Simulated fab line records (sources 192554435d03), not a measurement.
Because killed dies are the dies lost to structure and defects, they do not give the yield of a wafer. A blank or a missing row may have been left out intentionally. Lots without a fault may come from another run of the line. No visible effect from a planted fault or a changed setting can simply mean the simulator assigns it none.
fab line records + flow n5_finfet
[record]
- lots = 7
- wafers = 19
- last_day = 21
route steps=1938 shown BEOL_M10@1521 PASSIVATION@1936
lots that met no fault: from a run of the same line without faults
start_h: hours from the record's first day to the start of the lot's first wafer shown + wait_h: how many hours have passed since the lot's step before this one + " same as the row above + L1.1+2: several wafers, shown together as one row + - no value, or no start was given + * or withheld: withheld + < > ~ a bound
route shown NAME@n: a module of which the file shows steps, and the number in the route of the first + usual: the fault-free wafers' mean and standard deviation + same: alike in all rows + chamber/n: place in a boat + sites: the reading at each site + _std_site: how widely they spread, as a standard deviation + _edge_site: mean of outer sites minus mean of inner sites + radius_mm: for every site, how far away it sits from the centre of the wafer + mask NAME#n: copy n + behind: tool/chamber where the wafer was last shaped + hold: cause of the lot's hold/its duration in hours/its outcome + device: which transistor (n, p or np) failed to switch + end of line: the same wafers' tests at the end of the route + for a step that has no rows: nothing shown but its recipe + killed: at the first sort, the dies lost to defects and structure; wafer yield is something else + map: shows each die of a wafer: x if killed, . if not, _ if none is there
set.NAME: setting as actually run; set.NAME@STEP: the setting as run at that earlier step + model.NAME: the simulator's own value behind a step, which no gauge read
lots at some steps of the route; a table a step, a row a wafer
services: from which hour (start_h, from the record's first day; less than 0 if before it) a tool's chamber was out of use, for how many hours, and why
[[steps]]
[step N5_BEOL_M10_CURE_72]
[recipe]
- temp_c = 370
- time_s = 120
- ambient = DMADMS/He
- material = SiCOH_lowk
[step N5_BEOL_M10_DEGAS_44]
[recipe]
- ambient = vacuum
- temp_c = 250
- time_s = 60
[usual]
- heater_power_w = 330/46
| lot.wafer | tool           | chamber | start_h | wait_h | heater_power_w |
|-----------|----------------|---------|---------|--------|----------------|
| L417.2    | pvd_sputter-01 | -       | 337.61  | 0.3    | 312            |
| L417.3    | "              | -       | "       | "      | 279            |
| L417.5    | "              | -       | "       | "      | 309            |
| L425.1    | pvd_sputter-02 | -       | 379.38  | 0.7    | 314            |
| L425.2    | "              | -       | "       | "      | 268            |
| L425.4    | "              | -       | "       | "      | 310            |
| L428.3    | pvd_sputter-01 | -       | 395.90  | 0.6    | 313            |
| L428.4    | "              | -       | "       | "      | 305            |
| L428.6    | "              | -       | "       | "      | 273            |
| L426.3    | pvd_sputter-02 | -       | 406.25  | 0.3    | 405            |
| L426.4    | "              | -       | "       | "      | 305            |
| L427.2    | pvd_sputter-02 | -       | 407.99  | 0.2    | 402            |
| L427.3    | "              | -       | "       | "      | 276            |
| L427.4    | "              | -       | "       | "      | 319            |
| L429.1    | pvd_sputter-03 | -       | 412.27  | 1.7    | 305            |
| L429.4    | "              | -       | "       | "      | 311            |
| L436.1    | pvd_sputter-01 | -       | 454.48  | 0.4    | 310            |
| L436.4    | "              | -       | "       | "      | 314            |
| L436.5    | "              | -       | "       | "      | 301            |
[step N5_BEOL_M10_PRE_CLEAN_45]
[recipe]
- gas = H2/He
- time_s = 30
- temp_c = 250
[usual]
- heater_power_w = 330/47
| lot.wafer | tool           | chamber | start_h | wait_h | heater_power_w |
|-----------|----------------|---------|---------|--------|----------------|
| L417.2    | pvd_sputter-01 | -       | 337.65  | 0.0    | 312            |
| L417.3    | "              | -       | "       | "      | 277            |
| L417.5    | "              | -       | "       | "      | 302            |
| L425.1    | pvd_sputter-02 | -       | 379.42  | 0.0    | 320            |
| L425.2    | "              | -       | "       | "      | 272            |
| L425.4    | "              | -       | "       | "      | 305            |
| L428.3    | pvd_sputter-01 | -       | 395.94  | 0.0    | 308            |
| L428.4    | "              | -       | "       | "      | 298            |
| L428.6    | "              | -       | "       | "      | 276            |
| L426.3    | pvd_sputter-02 | -       | 406.29  | 0.0    | 417            |
| L426.4    | "              | -       | "       | "      | 314            |
| L427.2    | pvd_sputter-02 | -       | 408.03  | 0.0    | 423            |
| L427.3    | "              | -       | "       | "      | 267            |
| L427.4    | "              | -       | "       | "      | 306            |
| L429.1    | pvd_sputter-03 | -       | 412.31  | 0.0    | 313            |
| L429.4    | "              | -       | "       | "      | 311            |
| L436.1    | pvd_sputter-01 | -       | 454.52  | 0.0    | 301            |
| L436.4    | "              | -       | "       | "      | 311            |
| L436.5    | "              | -       | "       | "      | 302            |
[step N5_BEOL_M10_ALD_74]
[recipe]
- material = TaN
- target_thk_a = 20
- temp_c = 275
- ald_precursor_family = PDMAT
- ald_co_reactant = NH3
- pressure_torr = 3
- carrier_flow_sccm = 1500
- pulse_time_s = 2
- purge_time_s = 3
- co_reactant_purge_time_s = 2
- co_reactant_pulse_time_s = 3
- ald_cycles = 40
- precursor_vessel_temp_c = 75
- precursor_vessel_pressure_torr = 26.25
- precursor_vessel_carrier_sccm = 1000
[usual]
- heater_power_w = 410/42
[same]
- co_reactant_purge_time_s = 2
| lot.wafer | tool         | chamber | start_h | wait_h | heater_power_w |
|-----------|--------------|---------|---------|--------|----------------|
| L417.2    | ald_metal-01 | 3       | 337.93  | 0.3    | 473            |
| L417.3    | "            | 1       | "       | "      | 477            |
| L417.5    | "            | 1       | "       | "      | 493            |
| L425.1    | ald_metal-02 | 1       | 379.50  | 0.1    | 437            |
| L425.2    | "            | 3       | "       | "      | 410            |
| L425.4    | "            | 2       | "       | "      | 365            |
| L428.3    | ald_metal-03 | 0       | 396.23  | 0.3    | 464            |
| L428.4    | "            | 2       | "       | "      | 398            |
| L428.6    | "            | 0       | "       | "      | 455            |
| L426.3    | ald_metal-03 | 3       | 406.36  | 0.0    | 465            |
| L426.4    | "            | 2       | "       | "      | 391            |
| L427.2    | ald_metal-02 | 0       | 408.10  | 0.0    | 340            |
| L427.3    | "            | 2       | "       | "      | 373            |
| L427.4    | "            | 1       | "       | "      | 439            |
| L429.1    | ald_metal-01 | 0       | 412.39  | 0.1    | 381            |
| L429.4    | "            | 3       | "       | "      | 462            |
| L436.1    | ald_metal-02 | 1       | 454.58  | 0.0    | 437            |
| L436.4    | "            | 3       | "       | "      | 423            |
| L436.5    | "            | 0       | "       | "      | 345            |
[step N5_BEOL_M10_SURFACE_TREAT_76]
[recipe]
- gas = Ar
- time_s = *
- ion_energy_ev = *
- ion_current_ma_cm2 = 0.5
- pressure_mtorr = *
- ar_flow_sccm = 30
[usual]
- throttle_valve_pct = *
| lot.wafer | tool           | chamber | start_h | wait_h | throttle_valve_pct |
|-----------|----------------|---------|---------|--------|--------------------|
| L417.2    | pvd_sputter-01 | -       | 338.23  | 0.2    | *                  |
| L417.3    | "              | -       | "       | "      | *                  |
| L417.5    | "              | -       | "       | "      | *                  |
| L425.1    | pvd_sputter-03 | -       | 379.85  | 0.2    | *                  |
| L425.2    | "              | -       | "       | "      | *                  |
| L425.4    | "              | -       | "       | "      | *                  |
| L428.3    | pvd_sputter-01 | -       | 396.54  | 0.2    | *                  |
| L428.4    | "              | -       | "       | "      | *                  |
| L428.6    | "              | -       | "       | "      | *                  |
| L426.3    | pvd_sputter-02 | -       | 406.79  | 0.3    | *                  |
| L426.4    | "              | -       | "       | "      | *                  |
| L427.2    | pvd_sputter-03 | -       | 408.85  | 0.6    | *                  |
| L427.3    | "              | -       | "       | "      | *                  |
| L427.4    | "              | -       | "       | "      | *                  |
| L429.1    | pvd_sputter-03 | -       | 412.71  | 0.2    | *                  |
| L429.4    | "              | -       | "       | "      | *                  |
| L436.1    | pvd_sputter-01 | -       | 455.00  | 0.3    | *                  |
| L436.4    | "              | -       | "       | "      | *                  |
| L436.5    | "              | -       | "       | "      | *                  |
[step N5_BEOL_M10_CVD_75]
[recipe]
- material = Co
- target_thk_a = 20
- temp_c = withheld
- precursor = CCTBA/H2
- pressure_torr = 30
- time_s = 138.9
[step N5_BEOL_M10_SPUTTER_48]
[recipe]
- material = Cu
- target_thk_a = 120
- temp_c = -20
- bias_v = 60
- power_w = 26000
- chamber_pressure_pa = 0.13
- time_s = 2
[usual]
- throttle_valve_pct = 30.2/1.2
| lot.wafer | tool           | chamber | start_h | wait_h | throttle_valve_pct |
|-----------|----------------|---------|---------|--------|--------------------|
| L417.2    | pvd_sputter-03 | -       | 338.53  | 0.2    | 28.3               |
| L417.3    | "              | -       | "       | "      | 30.2               |
| L417.5    | "              | -       | "       | "      | 30.1               |
| L425.1    | pvd_sputter-03 | -       | 380.39  | 0.4    | 30.0               |
| L425.2    | "              | -       | "       | "      | 28.5               |
| L425.4    | "              | -       | "       | "      | 28.9               |
| L428.3    | pvd_sputter-01 | -       | 396.86  | 0.1    | 28.7               |
| L428.4    | "              | -       | "       | "      | 29.7               |
| L428.6    | "              | -       | "       | "      | 31.6               |
| L426.3    | pvd_sputter-01 | -       | 407.07  | 0.1    | 31.6               |
| L426.4    | "              | -       | "       | "      | 31.9               |
| L427.2    | pvd_sputter-01 | -       | 410.13  | 1.2    | 32.1               |
| L427.3    | "              | -       | "       | "      | 30.0               |
| L427.4    | "              | -       | "       | "      | 28.7               |
| L429.1    | pvd_sputter-03 | -       | 412.99  | 0.2    | 29.9               |
| L429.4    | "              | -       | "       | "      | 28.9               |
| L436.1    | pvd_sputter-01 | -       | 455.28  | 0.1    | 31.4               |
| L436.4    | "              | -       | "       | "      | 31.9               |
| L436.5    | "              | -       | "       | "      | 28.8               |
[step N5_BEOL_M10_ECD_50]
[recipe]
- material = Cu
- target_thk_a = 3180
[step N5_BEOL_M10_ANNEAL_51]
[recipe]
- temp_c = 225
- time_s = 90
- ambient = N2
[step N5_BEOL_M10_CMP_52]
[recipe]
- stop_on = SiCOH_lowk
- t_overpolish_s = 7
- down_force_psi = 1
- platen_rpm = 50
- clearing_platen_down_force_psi = 1.5
- clearing_platen_rpm = 50
- post_cmp_clean = cu_alkaline
- target_thk_nm = 140
- clearing_platen_pad_velocity_m_s = 0.99484
- pad_velocity_m_s = 0.99484
[step N5_BEOL_M10_THK_MEAS_53]
[recipe]
- thk_meas_gauge = xrf
- reads = Cu_of_BEOL_M10_ECD_50
[usual]
- M10_THK = 136/3.7
| lot.wafer | tool          | chamber | start_h | wait_h | M10_THK[nm] |
|-----------|---------------|---------|---------|--------|-------------|
| L417.2    | film_metro-02 | -       | 339.44  | -      | 131         |
| L417.3    | "             | -       | "       | "      | 135         |
| L417.5    | "             | -       | "       | "      | 128         |
| L425.1    | film_metro-02 | -       | 381.21  | -      | 135         |
| L425.2    | "             | -       | "       | "      | 141         |
| L425.4    | "             | -       | "       | "      | 133         |
| L428.3    | film_metro-01 | -       | 397.87  | -      | 133         |
| L428.4    | "             | -       | "       | "      | 141         |
| L428.6    | "             | -       | "       | "      | 132         |
| L426.3    | film_metro-01 | -       | 408.18  | -      | 137         |
| L426.4    | "             | -       | "       | "      | 134         |
| L427.2    | film_metro-02 | -       | 410.95  | -      | 138         |
| L427.3    | "             | -       | "       | "      | 135         |
| L427.4    | "             | -       | "       | "      | 133         |
| L429.1    | film_metro-02 | -       | 413.82  | -      | 136         |
| L429.4    | "             | -       | "       | "      | 144         |
| L436.1    | film_metro-02 | -       | 456.29  | -      | 140         |
| L436.4    | "             | -       | "       | "      | 134         |
| L436.5    | "             | -       | "       | "      | 132         |
[step N5_BEOL_M10_PRE_CLEAN_55]
[recipe]
- gas = NH3
- time_s = 15
- temp_c = withheld
- rf_power_w = 300
[step N5_BEOL_M10_DEP_56]
[recipe]
- material = SiCN
- target_thk_a = 150
- temp_c = withheld
- precursor = 3MS/NH3
- pressure_torr = 3
- rf_w = 202
- time_s = 26.5
[usual]
- showerhead_plenum_p_Torr = 3.667/0.012
- throttle_valve_pct = 9.1/0.41
| lot.wafer | tool     | chamber | start_h | wait_h | showerhead_plenum_p_Torr | throttle_valve_pct | model.SiCN_of_BEOL_M10_DEP_56.thk_nm |
|-----------|----------|---------|---------|--------|--------------------------|--------------------|--------------------------------------|
| L417.2    | pecvd-04 | 0       | 339.50  | 0.0    | 3.650                    | 9.3                | 14.8                                 |
| L417.3    | "        | 2       | "       | "      | 3.674                    | 8.5                | 14.8                                 |
| L417.5    | "        | 2       | "       | "      | 3.668                    | 8.5                | 15.4                                 |
| L425.1    | pecvd-02 | 0       | 381.27  | 0.0    | 3.662                    | 9.1                | 14.8                                 |
| L425.2    | "        | 1       | "       | "      | 3.662                    | 9.4                | 15                                   |
| L425.4    | "        | 2       | "       | "      | 3.674                    | 9.3                | 15                                   |
| L428.3    | pecvd-01 | 0       | 397.93  | 0.0    | 3.652                    | 9.7                | 15                                   |
| L428.4    | "        | 0       | "       | "      | 3.666                    | 9.6                | 15.2                                 |
| L428.6    | "        | 2       | "       | "      | 3.666                    | 8.8                | 15                                   |
| L426.3    | pecvd-02 | 0       | 408.28  | 0.0    | 3.664                    | 9.3                | 14.8                                 |
| L426.4    | "        | 2       | "       | "      | 3.665                    | 8.9                | 7.6                                  |
| L427.2    | pecvd-02 | 2       | 411.03  | 0.0    | 3.673                    | 9.2                | 14.6                                 |
| L427.3    | "        | 0       | "       | "      | 3.659                    | 9.2                | 14.8                                 |
| L427.4    | "        | 2       | "       | "      | 3.664                    | 9.1                | 7.6                                  |
| L429.1    | pecvd-02 | 0       | 413.90  | 0.0    | 3.662                    | 9.2                | 14.6                                 |
| L429.4    | "        | 0       | "       | "      | 3.667                    | 9.1                | 7.6                                  |
| L436.1    | pecvd-01 | 2       | 456.35  | 0.0    | 3.670                    | 8.4                | 14.6                                 |
| L436.4    | "        | 1       | "       | "      | 3.681                    | 8.6                | 15.4                                 |
| L436.5    | "        | 2       | "       | "      | 3.679                    | 8.6                | 14.8                                 |
[step N5_BEOL_M10_RS_MEAS_57]
[recipe]
- thk_meas_gauge = four-point-probe
- reads = Cu_of_BEOL_M10_ECD_50+Co_of_BEOL_M10_CVD_75+TaN_of_BEOL_M10_ALD_74
[usual]
- M10_RS = 0.151/0.0043
| lot.wafer | tool          | chamber | start_h | wait_h | M10_RS[ohm/sq] |
|-----------|---------------|---------|---------|--------|----------------|
| L417.2    | film_metro-01 | -       | 339.57  | 0.1    | 0.157          |
| L417.3    | "             | -       | "       | "      | 0.152          |
| L417.5    | "             | -       | "       | "      | 0.162          |
| L425.1    | film_metro-02 | -       | 381.35  | 0.1    | 0.152          |
| L425.2    | "             | -       | "       | "      | 0.144          |
| L425.4    | "             | -       | "       | "      | 0.155          |
| L428.3    | film_metro-02 | -       | 398.00  | 0.1    | 0.153          |
| L428.4    | "             | -       | "       | "      | 0.143          |
| L428.6    | "             | -       | "       | "      | 0.154          |
| L426.3    | film_metro-02 | -       | 408.35  | 0.1    | 0.150          |
| L426.4    | "             | -       | "       | "      | 0.154          |
| L427.2    | film_metro-02 | -       | 411.13  | 0.1    | 0.148          |
| L427.3    | "             | -       | "       | "      | 0.152          |
| L427.4    | "             | -       | "       | "      | 0.155          |
| L429.1    | film_metro-02 | -       | 413.99  | 0.1    | 0.153          |
| L429.4    | "             | -       | "       | "      | 0.143          |
| L436.1    | film_metro-01 | -       | 456.42  | 0.1    | 0.146          |
| L436.4    | "             | -       | "       | "      | 0.154          |
| L436.5    | "             | -       | "       | "      | 0.156          |
[step N5_PASSIVATION_PROBE_49]
[usual]
- defect_limited_yield = 91.1/1.4
- killed_at_M0_to_M3 = 34/9.6
- killed_at_M4_up = 15/5.3
- killed_at_contacts = 12/6.1
- killed_at_front_end = 40/11
- killed_at_other = 3.5/2.8
- killed_dies = 105/17
- killed_open = 70/12
- killed_short = 34/7.7
- sort_bin_5_function = 5.2/0.97
- sort_bin_6_memory = 3.4/0.62
- sort_n_pass = 1075/17
- sort_yield_pct = 91.1/1.4
[same]
- gross_dies = 1180
- killed_at_back_side = 0
- sort_bin_4_leakage[%] = 0
- sort_bin_8_speed[%] = 0
| lot.wafer | tool      | chamber | start_h | wait_h | defect_limited_yield[%] | killed_at_M0_to_M3 | killed_at_M4_up | killed_at_contacts | killed_at_front_end | killed_at_other | killed_dies | killed_open | killed_short | sort_bin_5_function[%] | sort_bin_6_memory[%] | sort_n_pass | sort_yield_pct[%] |
|-----------|-----------|---------|---------|--------|-------------------------|--------------------|-----------------|--------------------|---------------------|-----------------|-------------|-------------|--------------|------------------------|----------------------|-------------|-------------------|
| L425.1    | prober-01 | -       | 433.44  | 0.0    | 91.9                    | 29                 | 17              | 10                 | 36                  | 3               | 95          | 71          | 24           | 4.3                    | 3.6                  | 1085        | 91.9              |
// killed by level:class
L425.1 STI_FIN_REVEAL:geometric_particle:open=11 BEOL_M3:geometric_particle:open=10 MOL_CONTACT_COAG:geometric_particle:open=8 BEOL_M4:geometric_particle:open=7 BEOL_M1:geometric_particle:open=7 FIN_SAQP:geometric_particle:open=4 GATE_CUT:geometric_particle:short=4 GATE_CUT:geometric_particle:open=4
[[services]]
| tool           | chamber | start_h | hours | kind                          |
|----------------|---------|---------|-------|-------------------------------|
| ald_metal-01   | 0       | 314.89  | 2.4   | repair                        |
| pecvd-02       | -       | 324.36  | 0.8   | repair                        |
| pecvd-04       | -       | 324.90  | 0.8   | repair                        |
| pecvd-01       | -       | 334.31  | 2.8   | pm                            |
| ald_metal-02   | -       | 337.25  | 14.0  | pm                            |
| ald_metal-02   | 0       | 337.25  | 14.0  | vent_cycle                    |
| ald_metal-02   | 1       | 337.25  | 14.0  | vent_cycle                    |
| ald_metal-02   | 2       | 337.25  | 14.0  | vent_cycle                    |
| ald_metal-02   | 3       | 337.25  | 14.0  | vent_cycle                    |
| ald_metal-03   | -       | 354.52  | 0.8   | repair                        |
| pecvd-02       | 2       | 355.98  | 11.3  | repair                        |
| pecvd-04       | -       | 364.73  | 5.5   | pm                            |
| pecvd-01       | -       | 371.26  | 1.8   | repair                        |
| ald_metal-01   | -       | 401.21  | 6.0   | pm                            |
| pecvd-02       | 1       | 403.96  | -     | clean                         |
| pecvd-02       | 1       | 403.96  | -     | consumable_replace:showerhead |
| pecvd-02       | 1       | 403.96  | 29.0  | scheduled_down                |
| pecvd-02       | 1       | 403.96  | 29.0  | vent_cycle                    |
| pvd_sputter-02 | -       | 409.67  | 7.3   | repair                        |
| pecvd-04       | 0       | 414.13  | 6.0   | repair                        |
| pecvd-01       | -       | 415.89  | 5.5   | pm                            |
| ald_metal-03   | -       | 416.73  | 2.8   | pm                            |
| pvd_sputter-01 | -       | 426.95  | 3.4   | repair                        |
| ald_metal-03   | -       | 439.60  | 8.7   | pm                            |
[[key]]
first_sign none at tools or gauges
[model_effect]
- step = N5_BEOL_M10_DEP_56
- value = SiCN_of_BEOL_M10_DEP_56.thk_nm
- without = 15.07
- struck = 7.6
met_at N5_BEOL_M10_DEP_56
struck_wafers L426.4,L427.4,L429.4
[baseline_loss]
- step = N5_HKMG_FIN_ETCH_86
- wafers = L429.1
onset_between 381.27 408.28
[fault]
- kind = process_parameter_drift
- tool = pecvd-02
- chamber = -
- onset_h = 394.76
- steps = N5_BEOL_M10_DEP_56
- channel = time_s
- offset = *
- shape = step
- end_h = 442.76
- scope = struck_wafers_only
- acts_in = *
- stated = *
// baseline_loss: these wafers lose ten dies or more at that step, a loss of the line's own and not of a fault; the sort's usual values leave them out
